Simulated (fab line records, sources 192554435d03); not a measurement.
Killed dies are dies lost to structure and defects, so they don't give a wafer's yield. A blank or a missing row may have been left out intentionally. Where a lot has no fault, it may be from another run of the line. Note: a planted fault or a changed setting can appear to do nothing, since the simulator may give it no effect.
Which tool is to blame? | flow n5-finfet | 12 lots with 36 wafers sampled at 2 steps, on a route of 1938 steps

WHAT EACH GAUGE READ, for each wafer
N5_BEOL_M7_OCD_MEAS_38.
lot  | measured     | on     | trench-depth-nm (nm)
L076 | day 9 01:51  | ocd-02 | 95.1 90.7 92.7
L078 | day 10 00:05 | ocd-02 | 92.7 93.5 93.3
L079 | day 10 08:02 | ocd-01 | 94.4 92.1 97.0
L083 | day 11 05:25 | ocd-01 | 90.0 92.1 90.9
L082 | day 11 07:50 | ocd-01 | 94.1 90.6 94.0
L084 | day 11 17:55 | ocd-01 | 90.2 91.5 91.8
L088 | day 12 11:16 | ocd-01 | 95.7 94.9 94.7
L090 | day 13 02:23 | ocd-01 | 94.2 93.5 93.6
L089 | day 13 02:46 | ocd-01 | 92.7 93.9 94.5
L093 | day 13 22:37 | ocd-01 | 94.0 95.1 95.0
L094 | day 14 06:52 | ocd-01 | 94.1 96.0 91.9
L096 | day 14 22:46 | ocd-01 | 97.7 93.6 93.8

WHAT TOOL EACH LOT RAN ON (gives the tool, then ch and the chambers of the sampled wafers, and finally the start)
lot  | N5_BEOL_M7_CURE_74
L076 | uv-cure-03 ch 0, day 8 20:40
L078 | uv-cure-01 ch 1, day 9 20:12
L079 | uv-cure-01 ch 2, day 10 02:46
L083 | uv-cure-03 ch 2, day 10 21:31
L082 | uv-cure-03 ch 1, day 11 02:16
L084 | uv-cure-03 ch 0, day 11 11:46
L088 | uv-cure-03 ch 2, day 12 01:56
L090 | uv-cure-02 ch 1, day 12 19:17
L089 | uv-cure-02 ch 1, day 12 20:25
L093 | uv-cure-03 ch 2, day 13 18:38
L094 | uv-cure-03 ch 0, day 13 23:48
L096 | uv-cure-03 ch 2, day 14 15:27
- N5_BEOL_M7_CURE_74: cures SiCOH lowk, time 240 s.

THE ANSWER, worked out from the rows above alone
Rule: what is usual is taken from the lots themselves. The widest of any qualifying gaps counts: lots, ordered by their means at a reading, are off when they make up no more than a third of the lots, leave a main group of 4 or more, and stand apart from it by 3 or more times the standard deviation of that group's means. A main group whose means are all the same, to the digits that the tables above print for the reading, isn't used. Also off: a lot with no number at a reading for which 4 or more lots have one. All remaining lots with rows at the step are treated as sound.
Across all readings shown, no lot is off: no conclusion can be drawn from this.

WHAT HAD BEEN PUT IN BY THE SIMULATOR
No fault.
